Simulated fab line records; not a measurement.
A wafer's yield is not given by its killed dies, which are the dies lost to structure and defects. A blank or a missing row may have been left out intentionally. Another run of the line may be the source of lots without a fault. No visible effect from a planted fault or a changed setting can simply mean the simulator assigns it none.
Matching of chambers | flow nandHarc | NHARC_A_STAIRCASE_TRIM_20 on rieDiel-03: 4 sister chambers
The step chemistry O2, time 211.2 s. 14 wafers are shown with their chamber, then 7 later ones without.

## WAFERS WITH THEIR CHAMBER
wafer  | chamber | showerheadPlenumPTorr (Torr) | drypumpMotorCurrentA (A) | oesProductAu (a.u.)
L076.1 | 3       | 3.40                         | 5.7                      | 0.985
L076.2 | 0       | 3.53                         | 5.9                      | 1.003
L076.5 | 1       | 3.56                         | 5.7                      | 1.002
L085.1 | 3       | 3.38                         | 5.7                      | 0.991
L085.2 | 1       | 3.55                         | 5.6                      | 1.009
L085.4 | 0       | 3.52                         | 5.9                      | 0.998
L089.1 | 3       | 3.38                         | 5.7                      | 0.992
L089.2 | 1       | 3.54                         | 5.7                      | 1.009
L089.5 | 1       | 3.54                         | 5.7                      | 1.005
L090.1 | 2       | 3.65                         | 5.9                      | 0.986
L090.2 | 0       | 3.52                         | 5.9                      | 0.993
L090.4 | 3       | 3.38                         | 5.7                      | 0.988
L091.2 | 2       | 3.65                         | 5.9                      | 0.998
L091.3 | 0       | 3.51                         | 5.9                      | 0.994

SIGNATURES, as means of the wafers listed above
reading               | chamber 0 | chamber 1 | chamber 2 | chamber 3 | scatter within a chamber
showerheadPlenumPTorr | 3.5200    | 3.5475    | 3.6500    | 3.3850    | 0.0088
drypumpMotorCurrentA  | 5.900     | 5.675     | 5.900     | 5.700     | 0.0274
oesProductAu          | 0.99700   | 1.00625   | 0.99200   | 0.98900   | 0.00446
Rule: a wafer's distance from a chamber is the root of the sum, over the readings, of the square of ((its reading less the chamber's mean) divided by the reading's scatter). If the next closest chamber is less than 2 further off than the closest, the wafer can't be placed; otherwise it belongs to the closest. The scatter: the root of (the sum of the squares of (reading less its chamber's mean) over the shown wafers, divided by (wafers less chambers)).

## WAFERS WITH NO CHAMBER GIVEN
wafer  | showerheadPlenumPTorr (Torr) | drypumpMotorCurrentA (A) | oesProductAu (a.u.)
L091.6 | 3.54                         | 5.6                      | 0.997
L095.3 | 3.65                         | 5.9                      | 1.004
L095.5 | 3.65                         | 5.9                      | 0.990
L095.6 | 3.54                         | 5.6                      | 1.014
L096.1 | 3.64                         | 5.9                      | 0.986
L096.2 | 3.37                         | 5.7                      | 0.990
L096.4 | 3.54                         | 5.7                      | 1.006

## CHAMBER TAKEN BY EACH
wafer  | from the rows above | in truth
L091.6 | 1                   | 1
L095.3 | 2                   | 2
L095.5 | 2                   | 2
L095.6 | 1                   | 1
L096.1 | 2                   | 2
L096.2 | 3                   | 3
L096.4 | 1                   | 1
Placed correctly: 7 of 7. Number that these rows cannot place: 0. Wrongly placed: 0.
